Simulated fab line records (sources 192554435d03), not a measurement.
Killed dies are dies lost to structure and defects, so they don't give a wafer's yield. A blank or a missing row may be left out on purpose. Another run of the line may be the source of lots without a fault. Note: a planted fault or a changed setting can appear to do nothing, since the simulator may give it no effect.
One fault through the eyes of 2 desks | flow n5Finfet | only its own numbers are on each desk; what lay behind them is given at the end

== DESK OF THE TOOL OWNER: pvdSputter-01 ==
The tool's own readings at N5_BEOL_M13_SPUTTER_44 (material Ta, target thk 10 nm, time 16.13 s): means of the sampled wafers that have a number, for each lot that ran on this tool. If a lot's mean is further than 4 standard deviations from the usual mean, the lot is out of limits and carries the mark OUT (the distance appears in the brackets).
Columns: A = throttleValvePct at N5_BEOL_M13_SPUTTER_44, usual 30.2 %
lot  | first seen here | A
L894 | day 10 20:29    | 29.9
L899 | day 12 18:41    | 30.0
L903 | day 13 13:06    | 30.1
Result from this desk: across the 3 lots, nothing is out of limits.

== THE METROLOGY DESK ==
Lot by lot, what the gauges showed, no matter which tool ran the lot: averages of those sampled wafers that carry a number. If a lot's mean is further than 4 standard deviations from the usual mean, the lot is out of limits and carries the mark OUT (the distance appears in the brackets).
Columns: A = trenchDepthNm at N5_BEOL_M13_OCD_MEAS_35, usual 411 nm
lot  | first seen here | A
L894 | day 10 18:15    | 411
L899 | day 12 14:16    | 413
L903 | day 13 10:22    | 405
L908 | day 14 15:01    | 412
L914 | day 16 17:49    | 412
L916 | day 17 04:05    | 399
Result from this desk: across the 6 lots, nothing is out of limits.

== PUT TOGETHER ==
Nothing out of limits was seen by the tool owner's desk.
From the metrology desk's view, nothing was out of limits.

== WHAT THE SIMULATOR PUT IN ==
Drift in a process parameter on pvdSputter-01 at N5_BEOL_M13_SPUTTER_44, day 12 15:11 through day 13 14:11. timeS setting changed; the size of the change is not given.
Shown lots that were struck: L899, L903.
